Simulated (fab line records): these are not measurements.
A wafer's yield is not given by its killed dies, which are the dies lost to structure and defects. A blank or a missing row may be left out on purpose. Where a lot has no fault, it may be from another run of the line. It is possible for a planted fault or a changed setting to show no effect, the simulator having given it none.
Split-lot trial | flow n5-finfet | 7 lots, 21 wafers read, on a route of 1938 steps

## SPLIT DETAILS
At N5_BEOL_M1_EXPOSE_25 (exposes mask V0, defocus 5 nm, target cd 24 nm), the setting dose-mj was moved away from the recipe's 63 on 6 of the 21 wafers read, by -2.6% to +3.6%. All remaining wafers had this setting at the recipe value.

## FROM THE SPLIT TO THE READING: what the file shows between them, 2 steps
- N5_BEOL_M1_PEB_26: peb time 60 s
- N5_BEOL_M1_DEVELOP_27: develop time 30 s

## THE READING
cd-nm, in nm, at N5_BEOL_M1_CD_MEAS_28 (target cd y 23.3 nm). A value of 23.91 nm with a standard deviation of 0.22 nm is what fault-free wafers of this fab line usually give.

wafer  | tool, chamber at the split | dose-mj as run | against the recipe | cd-nm, nm | against lot-mates on the recipe
L074.3 | euv-scanner-02, 0          | 63             | recipe             | 24.21     | -
L074.4 | euv-scanner-02, 0          | 63             | recipe             | 24.07     | -
L074.5 | euv-scanner-02, 0          | 63             | recipe             | 24.23     | -
L075.1 | euv-scanner-02, 0          | 64.22          | +1.9%              | 24.34     | +0.26
L075.2 | euv-scanner-02, 0          | 63             | recipe             | 24.19     | -
L075.3 | euv-scanner-02, 0          | 63             | recipe             | 23.97     | -
L082.2 | euv-scanner-02, 0          | 63             | recipe             | 23.81     | -
L082.4 | euv-scanner-02, 0          | 63             | recipe             | 23.76     | -
L082.6 | euv-scanner-02, 0          | 63             | recipe             | 23.89     | -
L089.1 | euv-scanner-01, 0          | 61.38          | -2.6%              | 23.10     | -0.77
L089.3 | euv-scanner-01, 0          | 61.38          | -2.6%              | 23.43     | -0.44
L089.4 | euv-scanner-01, 0          | 63             | recipe             | 23.87     | -
L093.3 | euv-scanner-01, 0          | 65.29          | +3.6%              | 24.85     | +0.93
L093.4 | euv-scanner-01, 0          | 65.29          | +3.6%              | 24.53     | +0.61
L093.6 | euv-scanner-01, 0          | 63             | recipe             | 23.92     | -
L094.2 | euv-scanner-02, 0          | 63             | recipe             | 24.14     | -
L094.3 | euv-scanner-02, 0          | 63             | recipe             | 24.05     | -
L094.4 | euv-scanner-02, 0          | 63             | recipe             | 24.23     | -
L096.2 | euv-scanner-02, 0          | 63             | recipe             | 23.57     | -
L096.4 | euv-scanner-02, 0          | 63             | recipe             | 23.58     | -
L096.5 | euv-scanner-02, 0          | 61.64          | -2.2%              | 22.95     | -0.62

THE FIT
A straight line over all 21 wafers: cd-nm changes by +0.247 nm for each +1% of dose-mj; r = +0.86; the points scatter about the line by 0.24 nm.
The same after taking each lot's own level away (the mean of its wafers on the recipe; 21 wafers): +0.221 nm for each +1%; r = +0.96; scatter 0.11 nm.
Per that fit: largest dose-mj move, reading shift of 0.8 nm.
Across the lots, their own levels run from 23.575 to 24.170 nm, a range of 2.7 times the standard deviation given above.
Hence the slope depends on the lot-to-lot level, as the two fits are not the same.
Check: with one of the wafers moved furthest among these (+3.6%) left out of the fit, the line predicts +0.713 nm for it against its lot-mates. It came out at +0.93 nm against them.

## THE FILE'S OWN FIT
cd-nm changes by +0.22 nm for each +1% of dose-mj, r = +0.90.
